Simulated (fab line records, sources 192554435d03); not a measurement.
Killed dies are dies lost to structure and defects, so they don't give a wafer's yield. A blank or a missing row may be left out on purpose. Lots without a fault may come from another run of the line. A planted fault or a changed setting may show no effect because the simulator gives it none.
Chamber matching | flow n5_finfet | N5_BEOL_M11_ALD_74 on ald_metal-02: 4 sister chambers
The step deposits TaN, target thk 2 nm, pulse time 2 s, purge time 3 s. 22 wafers are shown with their chamber, then 11 later ones without.

WAFERS WITH THEIR CHAMBER
wafer  | chamber | heater_power_w (W)
L075.2 | 3       | 350
L075.4 | 0       | 476
L075.6 | 0       | 451
L077.1 | 0       | 456
L077.4 | 1       | 453
L077.6 | 1       | 463
L079.1 | 3       | 357
L079.2 | 2       | 367
L079.3 | 0       | 443
L084.2 | 3       | 355
L084.3 | 2       | 363
L084.4 | 1       | 449
L086.2 | 1       | 475
L086.3 | 2       | 365
L086.5 | 0       | 458
L089.1 | 2       | 368
L089.5 | 1       | 462
L089.6 | 2       | 360
L090.3 | 3       | 355
L090.4 | 0       | 465
L090.6 | 1       | 450
L091.1 | 1       | 474

SIGNATURES (means of the wafers above)
reading        | chamber 0 | chamber 1 | chamber 2 | chamber 3 | scatter within a chamber
heater_power_w | 458.17    | 460.86    | 364.60    | 354.25    | 8.87
Rule: a wafer's distance from a chamber is the root of the sum, over the readings, of the square of ((its reading less the chamber's mean) divided by the reading's scatter). The wafer belongs to the nearest chamber; if the next one is less than 2 further off, it can't be placed. The scatter: the root of (the sum of the squares of (reading less its chamber's mean) over the shown wafers, divided by (wafers less chambers)).

WAFERS WITHOUT THEIR CHAMBER
wafer  | heater_power_w (W)
L091.5 | 457
L091.6 | 368
L093.1 | 458
L093.4 | 356
L093.6 | 463
L096.1 | 461
L096.4 | 357
L096.5 | 455
L097.1 | 465
L097.5 | 367
L097.6 | 354

WHICH CHAMBER EACH WENT THROUGH
wafer  | from the rows above     | in truth
L091.5 | can't be placed: 0 or 1 | 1
L091.6 | can't be placed: 2 or 3 | 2
L093.1 | can't be placed: 0 or 1 | 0
L093.4 | can't be placed: 3 or 2 | 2
L093.6 | can't be placed: 1 or 0 | 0
L096.1 | can't be placed: 1 or 0 | 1
L096.4 | can't be placed: 3 or 2 | 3
L096.5 | can't be placed: 0 or 1 | 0
L097.1 | can't be placed: 1 or 0 | 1
L097.5 | can't be placed: 2 or 3 | 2
L097.6 | can't be placed: 3 or 2 | 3
Placed correctly: 0 of 11. Can't be placed from these rows: 11 (the true chamber is among the candidates in 11). Placed wrongly: 0.
